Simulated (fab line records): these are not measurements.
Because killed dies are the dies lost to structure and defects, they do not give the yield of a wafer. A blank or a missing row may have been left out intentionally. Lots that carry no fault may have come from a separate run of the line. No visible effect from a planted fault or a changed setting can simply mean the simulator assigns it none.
A struck lot beside a sound one :: flow nand_harc :: 14 out of 1302 route steps
Sound: wafers L963.2, L963.5, L963.6. Struck: wafer L971.6 (left out: L971.2, L971.3 of the same lot, which were not struck); the cause appears at the end.
For every step that has rows: the tool of each side, followed by ch and its chambers, followed by its first start. Under that, the readings that differ: sound wafers :: struck wafers :: difference of the means :: sigmas: that difference in standard deviations of wafers without a fault.
alike: readings whose means differ by less than 2 such deviations, and words and numbers that are the same on both sides. not compared: withheld readings, readings that some wafer has no value for, bounds like >300 that may hide the same value, and numbers for which the record gives no deviation and whose values overlap.
A row with sigmas, a row that says differs or no value, or rows on one side alone: a step with any of these is where the two part. Numbers that have no deviation but don't overlap get no sigmas and don't part them. A reading that every wafer of one side lacks parts them only if that side has two wafers or more.

first, 9 steps without rows for these wafers: NHARC_THIN_TSV_PVD_24 (deposits Al, target thk 800 nm); NHARC_THIN_TSV_DEHYDRATE_25 (time 120 s); NHARC_THIN_TSV_HMDS_26 (time 30 s); NHARC_THIN_TSV_COAT_27; NHARC_THIN_TSV_SOFTBAKE_28 (time 95 s); NHARC_THIN_TSV_EBR_29; NHARC_THIN_TSV_EXPOSE_30 (exposes mask PAD); NHARC_THIN_TSV_PEB_31 (peb time 85 s); NHARC_THIN_TSV_DEVELOP_32 (time 70 s).
NHARC_THIN_TSV_CD_MEAS_33 targets a cd of 5000 nm.
  sound on cd_sem-02 ch 0, day 29 08:38; struck on cd_sem-01 ch 0, day 32 10:27
  alike: cd_nm
then, 1 step without rows for these wafers: NHARC_THIN_TSV_HARDBAKE_34 (time 80 s).
NHARC_THIN_TSV_DESCUM_35: chemistry O2, time 3 s.
  sound on rie_diel-11 ch 0,1, day 29 08:47; struck on rie_diel-07 ch 2, day 32 10:37
  alike: drypump_motor_current_A, oes_product_au, rf_vpp_V, showerhead_plenum_p_Torr, throttle_valve_pct
  not compared: rf_hours_counter_h
NHARC_THIN_TSV_ETCH_59: etches the open film in Cl2/BCl3, target depth 880 nm, time 138.1 s.
  sound on rie_metal-02 ch 0,1, day 29 08:58; struck on rie_metal-02 ch 0, day 32 10:44
reading: oes_product_au (a.u.)
sound: 0.996 1.003 0.991
struck: 0.933
difference: -0.064
sigmas: -5
  alike: drypump_motor_current_A, throttle_valve_pct
  not compared: rf_hours_counter_h
NHARC_THIN_TSV_ETCH_36: etches the open film in Cl2/BCl3, target depth 65 nm, time 18.571 s.
  sound on rie_metal-02 ch 0,1, day 29 09:11; struck on rie_metal-02 ch 1, day 32 11:04
reading: oes_product_au (a.u.)
sound: 0.997 0.991 0.998
struck: 1.024
difference: +0.029
sigmas: +2
  alike: drypump_motor_current_A
  not compared: rf_hours_counter_h

WHERE THEY PART
At NHARC_THIN_TSV_ETCH_59 first; at NHARC_THIN_TSV_ETCH_36 last (within this record only).

WHY: the cause the simulator had injected
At NHARC_THIN_TSV_ETCH_59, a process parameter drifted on rie_metal-02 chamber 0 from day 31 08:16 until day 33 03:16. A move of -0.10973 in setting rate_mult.
